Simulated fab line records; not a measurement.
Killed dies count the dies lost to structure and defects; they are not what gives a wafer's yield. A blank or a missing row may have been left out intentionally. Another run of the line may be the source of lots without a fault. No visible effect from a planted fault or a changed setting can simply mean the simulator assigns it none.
Which tool did it? -- flow n5_finfet -- 72 wafers from 24 lots sampled at 6 of the route's 1938 steps

== WHAT THE GAUGES SHOWED, per wafer ==
N5_BEOL_M12_RS_MEAS_54: measurement is done with a four-point probe. Usual: M12_RS gives 0.0595 ohm/sq (standard deviation 0.00084).
lot,measured,on,M12_RS (ohm/sq),flag
L074,day 10 17:31,film_metro-01,0.0590 0.0599 0.0616,
L075,day 10 18:04,film_metro-01,0.0597 0.0616 0.0599,
L076,day 10 21:53,film_metro-01,0.0598 0.0610 0.0600,
L077,day 11 15:48,film_metro-02,0.0585 0.0601 0.0608,
L078,day 11 22:46,film_metro-02,0.0606 0.0594 0.0598,
L079,day 12 06:38,film_metro-02,0.0595 0.0592 0.0578,
L080,day 12 12:33,film_metro-01,0.0586 0.0602 0.0591,
L081,day 12 21:01,film_metro-01,0.0596 0.0589 0.0592,
L082,day 13 02:37,film_metro-02,0.0608 0.0593 0.0601,
L083,day 13 06:50,film_metro-01,0.0593 0.0595 0.0594,
L086,day 13 07:36,film_metro-01,0.0599 0.0602 0.0595,
L084,day 13 12:25,film_metro-02,0.0587 0.0589 0.0581,
L085,day 13 13:38,film_metro-01,0.0607 0.0590 0.0604,
L087,day 14 02:25,film_metro-02,0.0597 0.0590 0.0599,
L088,day 14 11:37,film_metro-02,0.0601 0.0598 0.0611,
L089,day 14 11:45,film_metro-01,0.0595 0.0612 0.0597,
L091,day 14 22:08,film_metro-01,0.0591 0.0585 0.0592,
L092,day 15 00:54,film_metro-01,0.0589 0.0603 0.0587,
L090,day 15 01:17,film_metro-01,0.0591 0.0587 0.0590,
L094,day 16 00:01,film_metro-02,0.0590 0.0573 0.0594,
L096,day 16 05:51,film_metro-01,0.0602 0.0607 0.0591,
L097,day 16 06:49,film_metro-01,0.0602 0.0600 0.0589,
L095,day 16 07:25,film_metro-01,0.0608 0.0598 0.0585,
L093,day 16 08:11,film_metro-01,0.0575 0.0588 0.0598,

N5_BEOL_M14_INSPECT_30: inspects for defects (macro). Usual: 2.0 for raw_defect_count, sd 1.3.
lot,measured,on,raw_defect_count,flag
L074,day 11 00:48,defect_inspect-02,0 1 3,
L075,day 11 01:25,defect_inspect-01,0 1 3,
L076,day 11 05:50,defect_inspect-01,1 2 4,
L077,day 11 23:20,defect_inspect-01,0 1 3,
L078,day 12 05:58,defect_inspect-02,3 1 4,
L079,day 12 14:15,defect_inspect-01,4 3 2,
L080,day 12 19:47,defect_inspect-01,5 2 2,
L081,day 13 04:31,defect_inspect-01,3 2 1,
L082,day 13 10:05,defect_inspect-01,0 1 4,
L083,day 13 14:31,defect_inspect-02,2 2 3,
L086,day 13 15:27,defect_inspect-02,2 3 4,
L084,day 13 21:00,defect_inspect-01,4 0 2,
L085,day 13 21:37,defect_inspect-01,5 0 3,
L087,day 14 08:38,defect_inspect-02,2 1 4,
L088,day 14 20:35,defect_inspect-01,3 3 1,
L089,day 14 20:44,defect_inspect-01,1 3 0,
L091,day 15 03:55,defect_inspect-01,2 1 2,
L092,day 15 07:02,defect_inspect-01,1 2 1,
L090,day 15 12:22,defect_inspect-01,2 1 1,
L094,day 16 06:02,defect_inspect-01,2 4 1,
L096,day 16 12:44,defect_inspect-01,1 2 1,
L097,day 16 14:08,defect_inspect-01,1 3 3,
L095,day 16 15:36,defect_inspect-01,2 0 2,
L093,day 16 15:18,defect_inspect-02,1 3 1,

== WHICH TOOL RAN EACH LOT (tool, then ch and the chambers of the sampled wafers, then the start) ==
lot,N5_BEOL_M12_SPUTTER_45,N5_BEOL_M12_CMP_49,N5_BEOL_M13_PRE_CLEAN_42,N5_BEOL_M13_SPUTTER_45
L074,"pvd_sputter-02, day 10 16:15","cmp-04 ch 1,2, day 10 17:05","pvd_sputter-03, day 10 20:20","pvd_sputter-03, day 10 20:32"
L075,"pvd_sputter-01, day 10 17:04","cmp-04 ch 0,3, day 10 17:41","pvd_sputter-03, day 10 21:48","pvd_sputter-03, day 10 22:00"
L076,"pvd_sputter-01, day 10 20:31","cmp-01 ch 1,3, day 10 21:30","pvd_sputter-01, day 11 02:26","pvd_sputter-01, day 11 02:38"
L077,"pvd_sputter-02, day 11 14:45","cmp-01 ch 1,2, day 11 15:23","pvd_sputter-01, day 11 20:29","pvd_sputter-01, day 11 20:41"
L078,"pvd_sputter-01, day 11 21:47","cmp-02 ch 1,2,3, day 11 22:26","pvd_sputter-01, day 12 03:07","pvd_sputter-01, day 12 03:19"
L079,"pvd_sputter-02, day 12 05:40","cmp-02 ch 0,1,2, day 12 06:20","pvd_sputter-03, day 12 11:15","pvd_sputter-03, day 12 11:27"
L080,"pvd_sputter-02, day 12 11:29","cmp-02 ch 0,1,2, day 12 12:08","pvd_sputter-03, day 12 16:52","pvd_sputter-03, day 12 17:04"
L081,"pvd_sputter-03, day 12 20:02","cmp-02 ch 1,2,3, day 12 20:40","pvd_sputter-02, day 13 01:13","pvd_sputter-02, day 13 01:25"
L082,"pvd_sputter-02, day 13 01:06","cmp-01 ch 0,1,3, day 13 02:14","pvd_sputter-03, day 13 07:18","pvd_sputter-03, day 13 07:30"
L083,"pvd_sputter-03, day 13 05:52","cmp-02 ch 0,2,3, day 13 06:25","pvd_sputter-03, day 13 11:42","pvd_sputter-03, day 13 11:54"
L086,"pvd_sputter-03, day 13 06:37","cmp-01 ch 0,1,3, day 13 07:13","pvd_sputter-03, day 13 12:01","pvd_sputter-03, day 13 12:13"
L084,"pvd_sputter-03, day 13 11:26","cmp-02 ch 0,1,2, day 13 11:59","pvd_sputter-01, day 13 18:09","pvd_sputter-01, day 13 18:21"
L085,"pvd_sputter-03, day 13 12:32","cmp-01 ch 0,1,3, day 13 13:13","pvd_sputter-01, day 13 18:50","pvd_sputter-01, day 13 19:02"
L087,"pvd_sputter-02, day 14 00:47","cmp-02 ch 1,2,3, day 14 02:05","pvd_sputter-03, day 14 05:31","pvd_sputter-03, day 14 05:43"
L088,"pvd_sputter-01, day 14 10:38","cmp-02 ch 0,1,3, day 14 11:14","pvd_sputter-03, day 14 17:40","pvd_sputter-03, day 14 17:52"
L089,"pvd_sputter-02, day 14 10:46","cmp-01 ch 1,2, day 14 11:20","pvd_sputter-03, day 14 18:02","pvd_sputter-03, day 14 18:14"
L091,"pvd_sputter-03, day 14 21:09","cmp-01 ch 2,3, day 14 21:43","pvd_sputter-03, day 15 01:00","pvd_sputter-03, day 15 01:12"
L092,"pvd_sputter-03, day 14 23:43","cmp-01 ch 0,2, day 15 00:31","pvd_sputter-01, day 15 03:52","pvd_sputter-01, day 15 04:04"
L090,"pvd_sputter-03, day 15 00:12","cmp-02 ch 0,1, day 15 00:55","pvd_sputter-01, day 15 09:32","pvd_sputter-01, day 15 09:44"
L094,"pvd_sputter-03, day 15 23:02","cmp-02 ch 0,3, day 15 23:35","pvd_sputter-02, day 16 02:55","pvd_sputter-02, day 16 03:07"
L096,"pvd_sputter-01, day 16 04:03","cmp-01 ch 1,3, day 16 05:27","pvd_sputter-01, day 16 09:25","pvd_sputter-01, day 16 09:37"
L097,"pvd_sputter-02, day 16 05:32","cmp-02 ch 0,1,3, day 16 06:24","pvd_sputter-03, day 16 11:20","pvd_sputter-03, day 16 11:32"
L095,"pvd_sputter-03, day 16 06:25","cmp-02 ch 0,1,3, day 16 06:59","pvd_sputter-03, day 16 11:44","pvd_sputter-03, day 16 11:56"
L093,"pvd_sputter-01, day 16 07:13","cmp-01 ch 2,3, day 16 07:49","pvd_sputter-01, day 16 11:58","pvd_sputter-01, day 16 12:10"
- N5_BEOL_M12_SPUTTER_45: material Cu, target thk 80 nm, time 13.33 s.
- N5_BEOL_M12_CMP_49: polishes, stops on SiOC, t overpolish 20.6 s, target thk 320 nm.
- N5_BEOL_M13_PRE_CLEAN_42: time 30 s.
- N5_BEOL_M13_SPUTTER_45: material Cu, target thk 80 nm, time 13.33 s.

== WHAT THE TOOLS THEMSELVES READ (means of the sampled wafers that have a number; where no wafer has one, the mark that the record gives instead) ==
N5_BEOL_M12_SPUTTER_45. Usual: 30.1 % for throttle_valve_pct, sd 0.41.
lot,tool,throttle_valve_pct (%),flag
L074,pvd_sputter-02,30.3,
L075,pvd_sputter-01,29.7,
L076,pvd_sputter-01,30.3,
L077,pvd_sputter-02,29.7,
L078,pvd_sputter-01,30.2,
L079,pvd_sputter-02,30.4,
L080,pvd_sputter-02,30.2,
L081,pvd_sputter-03,29.6,
L082,pvd_sputter-02,30.1,
L083,pvd_sputter-03,29.9,
L086,pvd_sputter-03,29.9,
L084,pvd_sputter-03,29.9,
L085,pvd_sputter-03,30.1,
L087,pvd_sputter-02,30.4,
L088,pvd_sputter-01,30.6,
L089,pvd_sputter-02,30.4,
L091,pvd_sputter-03,30.4,
L092,pvd_sputter-03,30.2,
L090,pvd_sputter-03,30.1,
L094,pvd_sputter-03,30.1,
L096,pvd_sputter-01,30.3,
L097,pvd_sputter-02,29.7,
L095,pvd_sputter-03,30.1,
L093,pvd_sputter-01,29.8,

N5_BEOL_M12_CMP_49. Usual: barrier_field_endpoint_s 30.4 s, standard deviation 0.55; motor_current_A 6.4 A, standard deviation 0.66; overpolish_run_s 20.600 s, standard deviation 0.0085; slurry_filter_dp_kPa 13.51 kPa, standard deviation 0.13; slurry_flow_ml_min 150.0, standard deviation 0.53.
lot,tool,barrier_field_endpoint_s (s),motor_current_A (A),overpolish_run_s (s),slurry_filter_dp_kPa (kPa),slurry_flow_ml_min,flag
L074,cmp-04,31.0,6.4,20.593,13.40,150.3,
L075,cmp-04,29.7,6.0,20.595,13.43,149.7,
L076,cmp-01,30.7,6.0,20.597,13.50,150.1,
L077,cmp-01,30.3,6.0,20.592,13.51,149.3,
L078,cmp-02,30.5,6.8,20.602,13.39,149.8,
L079,cmp-02,30.6,6.5,20.596,13.55,150.4,
L080,cmp-02,30.7,6.6,20.611,13.41,150.2,
L081,cmp-02,30.4,6.8,20.599,13.55,149.6,
L082,cmp-01,30.2,6.2,20.599,13.47,150.1,
L083,cmp-02,30.0,6.9,20.597,13.66,150.0,
L086,cmp-01,29.9,6.2,20.595,13.54,149.9,
L084,cmp-02,31.2,6.4,20.601,13.62,150.1,
L085,cmp-01,30.4,6.0,20.611,13.39,149.7,
L087,cmp-02,30.7,6.8,20.604,13.52,149.9,
L088,cmp-02,30.1,6.9,20.599,13.52,149.7,
L089,cmp-01,30.6,6.1,20.608,13.45,150.5,
L091,cmp-01,29.7,5.7,20.603,13.44,150.2,
L092,cmp-01,29.7,5.6,20.607,13.56,149.8,
L090,cmp-02,30.9,6.5,20.599,13.60,149.8,
L094,cmp-02,30.4,7.5,20.608,13.59,150.0,
L096,cmp-01,29.9,6.1,20.605,13.62,150.3,
L097,cmp-02,29.7,7.0,20.602,13.61,149.7,
L095,cmp-02,30.4,7.1,20.598,13.52,150.2,
L093,cmp-01,30.4,5.6,20.606,13.43,149.6,

N5_BEOL_M13_PRE_CLEAN_42. Usual: 337 W for heater_power_w, sd 34.
lot,tool,heater_power_w (W),flag
L074,pvd_sputter-03,328,
L075,pvd_sputter-03,338,
L076,pvd_sputter-01,372,
L077,pvd_sputter-01,364,
L078,pvd_sputter-01,372,
L079,pvd_sputter-03,316,
L080,pvd_sputter-03,321,
L081,pvd_sputter-02,331,
L082,pvd_sputter-03,346,
L083,pvd_sputter-03,311,
L086,pvd_sputter-03,319,
L084,pvd_sputter-01,352,
L085,pvd_sputter-01,355,
L087,pvd_sputter-03,311,
L088,pvd_sputter-03,328,
L089,pvd_sputter-03,303,
L091,pvd_sputter-03,322,
L092,pvd_sputter-01,383,
L090,pvd_sputter-01,364,
L094,pvd_sputter-02,367,
L096,pvd_sputter-01,351,
L097,pvd_sputter-03,301,
L095,pvd_sputter-03,323,
L093,pvd_sputter-01,384,

N5_BEOL_M13_SPUTTER_45. Usual: 30.0 % for throttle_valve_pct, sd 0.39.
lot,tool,throttle_valve_pct (%),flag
L074,pvd_sputter-03,29.8,
L075,pvd_sputter-03,29.9,
L076,pvd_sputter-01,29.9,
L077,pvd_sputter-01,29.9,
L078,pvd_sputter-01,29.8,
L079,pvd_sputter-03,29.9,
L080,pvd_sputter-03,30.1,
L081,pvd_sputter-02,29.8,
L082,pvd_sputter-03,29.7,
L083,pvd_sputter-03,30.2,
L086,pvd_sputter-03,30.0,
L084,pvd_sputter-01,30.1,
L085,pvd_sputter-01,30.2,
L087,pvd_sputter-03,30.2,
L088,pvd_sputter-03,29.8,
L089,pvd_sputter-03,30.2,
L091,pvd_sputter-03,29.9,
L092,pvd_sputter-01,29.8,
L090,pvd_sputter-01,29.8,
L094,pvd_sputter-02,30.0,
L096,pvd_sputter-01,30.0,
L097,pvd_sputter-03,30.5,
L095,pvd_sputter-03,30.3,
L093,pvd_sputter-01,29.7,

== THE ANSWER, worked out from the rows above alone ==
Rule: a lot is off if the mean of its wafers that have a number lies more than 3 standard deviations from the usual mean. Also off: a lot with no number at a reading for which 4 or more lots have one. Where the step has rows for the other lots, those lots are counted as sound. After the gauges, taken in route order, come the tools' own readings; for these a lot's mean is taken, as printed above. The first step at which some lot is off is used, and at that step the reading that is off furthest; a lot without a number counts as furthest.
None of the lots is off at any reading shown; this tells nothing.

== WHAT THE SIMULATOR HAD PUT IN ==
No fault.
